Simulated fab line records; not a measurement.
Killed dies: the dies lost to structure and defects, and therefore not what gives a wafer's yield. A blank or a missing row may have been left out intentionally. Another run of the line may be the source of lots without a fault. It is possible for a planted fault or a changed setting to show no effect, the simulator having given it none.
Struck lot and sound lot, side by side	flow nandHarc	20 out of 1302 route steps
Sound: the wafers L849.4, L849.5, L849.6. The struck wafers were L853.2, L853.3, L853.5. The cause is named last.
For every step that has rows: the tool of each side, followed by ch and its chambers, followed by its first start. Under that, the readings that differ: sound wafers	struck wafers	difference of the means	sigmas: that difference in standard deviations of wafers without a fault.
alike: a reading whose means differ by less than 2 such deviations, as well as words and numbers matching on both sides. not compared: withheld readings; readings where some wafer has no value; bounds like >300 that might hide an equal value; numbers whose values overlap and for which the record gives no deviation.
A row with sigmas, a row that says differs or no value, or rows on one side alone: a step with any of these is where the two part. When numbers do not overlap yet have no deviation, they are printed without sigmas and do not part them. A reading that every wafer of one side lacks parts them only if that side has two wafers or more.

NHARC_P_ZERO_WELL_CD_MEAS_11: target cd 500 nm.
  sound on cdSem-03 ch 0, day 4 19:18; struck on cdSem-03 ch 0, day 6 11:14
  alike: cdNm
then, 1 step without rows for these wafers: NHARC_P_ZERO_WELL_HARDBAKE_12 (time 65 s).
NHARC_P_ZERO_WELL_DESCUM_13: chemistry O2, time 3 s.
  sound on rieDiel-12 ch 0,2,3, day 4 19:29; struck on rieDiel-09 ch 0,3, day 6 11:23
  alike: drypumpMotorCurrentA, oesProductAu, rfVppV, showerheadPlenumPTorr, throttleValvePct
  not compared: rfHoursCounterH
NHARC_P_ZERO_WELL_ETCH_65: etches the open film in N2/H2, target depth 80 nm, overetch 24 nm, time 87.88 s.
  sound on rieDiel-02 ch 0,2,3, day 4 19:36; struck on rieDiel-09 ch 0,1,3, day 6 11:29
  alike: biasW, drypumpMotorCurrentA, n2FlowSccm, oesProductAu, rfVppV, showerheadPlenumPTorr, throttleValvePct
  not compared: rfHoursCounterH
NHARC_P_ZERO_WELL_ETCH_62: etches the open film in CHF3/Ar, target depth 13 nm, time 6.5 s.
  sound on rieDiel-09 ch 1,2, day 4 19:41; struck on rieDiel-09 ch 1,2,3
  alike: biasW, drypumpMotorCurrentA, oesProductAu, rfVppV, showerheadPlenumPTorr, throttleValvePct
  not compared: rfHoursCounterH
NHARC_P_ZERO_WELL_ETCH_63: etches the open film in HBr/Cl2, target depth 120 nm, time 40.1 s.
  sound on rieSi-04 ch 2,3, day 4 19:46; struck on rieSi-01 ch 0,2,3, day 6 11:40
  alike: biasW, drypumpMotorCurrentA, hbrFlowSccm, oesProductAu, throttleValvePct
  not compared: rfHoursCounterH
then, 6 steps without rows for these wafers: NHARC_P_ZERO_WELL_STRIP_15 (strips in SPM, time 900 s); NHARC_P_ZERO_WELL_DEHYDRATE_16 (time 120 s); NHARC_P_ZERO_WELL_HMDS_17 (time 30 s); NHARC_P_ZERO_WELL_COAT_18; NHARC_P_ZERO_WELL_SOFTBAKE_19 (time 95 s); NHARC_P_ZERO_WELL_EBR_20.
NHARC_P_ZERO_WELL_EXPOSE_21: exposes mask P NWELL, target cd 720 nm.
  sound on krfScanner-02 ch 0, day 4 20:32; struck on krfScanner-03 ch 0, day 6 12:26
reading	sound	struck	difference	sigmas
mask	P_NWELL#0 P_NWELL#0 P_NWELL#0	P_NWELL_R1#0 P_NWELL_R1#0 P_NWELL_R1#0	differs	
then, 2 steps without rows for these wafers: NHARC_P_ZERO_WELL_PEB_22 (peb time 85 s); NHARC_P_ZERO_WELL_DEVELOP_23 (time 70 s).
NHARC_P_ZERO_WELL_CD_MEAS_24: target cd 720 nm.
  sound on cdSem-02 ch 0, day 4 20:41; struck on cdSem-02 ch 0, day 6 12:35
reading	sound	struck	difference	sigmas
cdNm (nm)	725.1 722.5 722.6	713.2 713.5 712.0	-10.5	-4
then, 1 step without rows for these wafers: NHARC_P_ZERO_WELL_HARDBAKE_25 (time 80 s).
NHARC_P_ZERO_WELL_DESCUM_26: chemistry O2, time 3 s.
  sound on rieDiel-02 ch 0,1,2, day 4 20:53; struck on rieDiel-12 ch 0,1,2, day 6 12:45
reading	sound	struck	difference	sigmas
model.P_ZERO_WELL.cdNm (nm)	725.3 723.6 722.4	713.9 713.1 712.7	-10.5	
  alike: drypumpMotorCurrentA, oesProductAu, rfVppV, showerheadPlenumPTorr, throttleValvePct
  not compared: rfHoursCounterH
next, for these wafers, 1 step has no rows: NHARC_P_ZERO_WELL_IMPLANT_27.
NHARC_END_SORT_01:
  the record has rows for the sound wafers here (prober-02 ch 0, day 27 23:47) and none for the struck ones

== WHERE THEY PART ==
At NHARC_P_ZERO_WELL_EXPOSE_21 first; at NHARC_END_SORT_01 last (within this record only).

WHY: what the simulator had put in
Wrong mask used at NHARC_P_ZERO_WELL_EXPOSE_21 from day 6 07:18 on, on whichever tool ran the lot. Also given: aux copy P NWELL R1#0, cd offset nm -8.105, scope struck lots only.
